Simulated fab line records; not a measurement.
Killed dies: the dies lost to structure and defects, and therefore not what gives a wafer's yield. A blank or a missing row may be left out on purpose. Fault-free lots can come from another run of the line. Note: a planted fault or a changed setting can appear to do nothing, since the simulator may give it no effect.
Which of the tools did it? || flow nand_harc || 23 lots (69 wafers sampled), 1 step of a 1159-step route

## WHAT THE GAUGES READ, wafer by wafer
NHARC_A_SLIT_OVL_MEAS_10. Usual: overlay_x_nm 0.1 nm, standard deviation 0.77; overlay_y_nm -0.2 nm, standard deviation 0.83.
{"lot": "L074", "measured": "day 14 01:20", "on": "overlay-02", "overlay_x_nm (nm)": "1.0 0.5 0.3", "overlay_y_nm (nm)": "-0.2 -0.1 0.5", "flag": ""}
{"lot": "L075", "measured": "day 14 15:55", "on": "overlay-02", "overlay_x_nm (nm)": "1.4 1.2 1.0", "overlay_y_nm (nm)": "1.2 1.7 0.9", "flag": ""}
{"lot": "L076", "measured": "day 14 16:05", "on": "overlay-01", "overlay_x_nm (nm)": "-0.3 -0.9 -0.8", "overlay_y_nm (nm)": "-0.5 -0.8 -0.3", "flag": ""}
{"lot": "L077", "measured": "day 14 22:51", "on": "overlay-01", "overlay_x_nm (nm)": "0.3 0.1 0.3", "overlay_y_nm (nm)": "-1.1 -0.9 -1.1", "flag": ""}
{"lot": "L078", "measured": "day 14 23:00", "on": "overlay-01", "overlay_x_nm (nm)": "0.1 0.0 0.5", "overlay_y_nm (nm)": "0.7 0.5 0.1", "flag": ""}
{"lot": "L082", "measured": "day 16 11:01", "on": "overlay-01", "overlay_x_nm (nm)": "-0.7 -0.6 -0.7", "overlay_y_nm (nm)": "-0.1 0.4 -0.7", "flag": ""}
{"lot": "L081", "measured": "day 16 11:39", "on": "overlay-02", "overlay_x_nm (nm)": "1.1 1.1 0.9", "overlay_y_nm (nm)": "-0.1 0.3 -0.1", "flag": ""}
{"lot": "L080", "measured": "day 16 13:00", "on": "overlay-01", "overlay_x_nm (nm)": "-1.1 -1.0 -0.3", "overlay_y_nm (nm)": "1.4 1.9 1.6", "flag": ""}
{"lot": "L079", "measured": "day 16 13:31", "on": "overlay-02", "overlay_x_nm (nm)": "1.6 1.3 1.1", "overlay_y_nm (nm)": "-0.4 -0.4 0.0", "flag": ""}
{"lot": "L084", "measured": "day 16 22:31", "on": "overlay-02", "overlay_x_nm (nm)": "-0.2 0.3 0.1", "overlay_y_nm (nm)": "-2.3 -2.5 -2.1", "flag": ""}
{"lot": "L086", "measured": "day 17 07:29", "on": "overlay-01", "overlay_x_nm (nm)": "-0.7 -1.1 -0.5", "overlay_y_nm (nm)": "0.5 0.5 1.1", "flag": ""}
{"lot": "L087", "measured": "day 17 07:47", "on": "overlay-01", "overlay_x_nm (nm)": "-0.1 0.0 0.1", "overlay_y_nm (nm)": "-0.1 -0.5 -0.3", "flag": ""}
{"lot": "L085", "measured": "day 18 05:53", "on": "overlay-02", "overlay_x_nm (nm)": "-0.1 -0.1 0.0", "overlay_y_nm (nm)": "-0.3 -0.7 -0.6", "flag": ""}
{"lot": "L088", "measured": "day 18 13:51", "on": "overlay-02", "overlay_x_nm (nm)": "0.9 0.3 0.8", "overlay_y_nm (nm)": "0.3 -0.5 -0.8", "flag": ""}
{"lot": "L091", "measured": "day 18 15:26", "on": "overlay-02", "overlay_x_nm (nm)": "-0.2 0.5 0.2", "overlay_y_nm (nm)": "-0.9 -0.6 -0.4", "flag": ""}
{"lot": "L089", "measured": "day 18 20:07", "on": "overlay-02", "overlay_x_nm (nm)": "0.3 -0.2 0.1", "overlay_y_nm (nm)": "-0.5 -0.2 0.3", "flag": ""}
{"lot": "L090", "measured": "day 18 21:07", "on": "overlay-02", "overlay_x_nm (nm)": "0.3 0.2 0.2", "overlay_y_nm (nm)": "0.5 0.7 0.6", "flag": ""}
{"lot": "L093", "measured": "day 19 07:10", "on": "overlay-02", "overlay_x_nm (nm)": "0.7 1.1 1.0", "overlay_y_nm (nm)": "-0.1 -0.2 0.0", "flag": ""}
{"lot": "L092", "measured": "day 19 07:27", "on": "overlay-02", "overlay_x_nm (nm)": "-0.5 -0.7 -0.8", "overlay_y_nm (nm)": "0.3 -0.1 0.0", "flag": ""}
{"lot": "L097", "measured": "day 20 01:16", "on": "overlay-02", "overlay_x_nm (nm)": "0.7 0.8 1.2", "overlay_y_nm (nm)": "-1.0 -1.3 -0.6", "flag": ""}
{"lot": "L094", "measured": "day 20 02:12", "on": "overlay-02", "overlay_x_nm (nm)": "0.4 0.4 0.8", "overlay_y_nm (nm)": "-0.8 -0.2 -0.9", "flag": ""}
{"lot": "L095", "measured": "day 20 03:11", "on": "overlay-01", "overlay_x_nm (nm)": "-1.2 -0.6 -0.8", "overlay_y_nm (nm)": "0.3 0.4 0.0", "flag": ""}
{"lot": "L096", "measured": "day 20 04:02", "on": "overlay-01", "overlay_x_nm (nm)": "0.6 -0.1 0.2", "overlay_y_nm (nm)": "-0.5 -0.4 -1.1", "flag": ""}

## EACH LOT AND THE TOOL THAT RAN IT (in order: tool; ch and the chambers of the sampled wafers; start)
Record: no process step prior to these readings.

## WHAT THE TOOLS THEMSELVES READ (means of the sampled wafers that have a number; where no wafer has one, the mark that the record gives instead)
The record holds no such reading with a usual standard deviation.

## THE ANSWER, worked out from the rows above alone
Rule: a lot counts as off when the mean over its wafers that have a number is more than 3 standard deviations away from the usual mean. Also off: a lot with no number at a reading for which 4 or more lots have one. The other lots that the step has rows for count as sound. Order of review: gauges by route order, followed by the tools' own readings, for which a lot's mean as printed above is used. The first step at which some lot is off is used, and at that step the reading that is off furthest; a lot without a number counts as furthest.
No lot is off at any reading shown: from this, nothing can be told.

## WHAT THE SIMULATOR PUT IN
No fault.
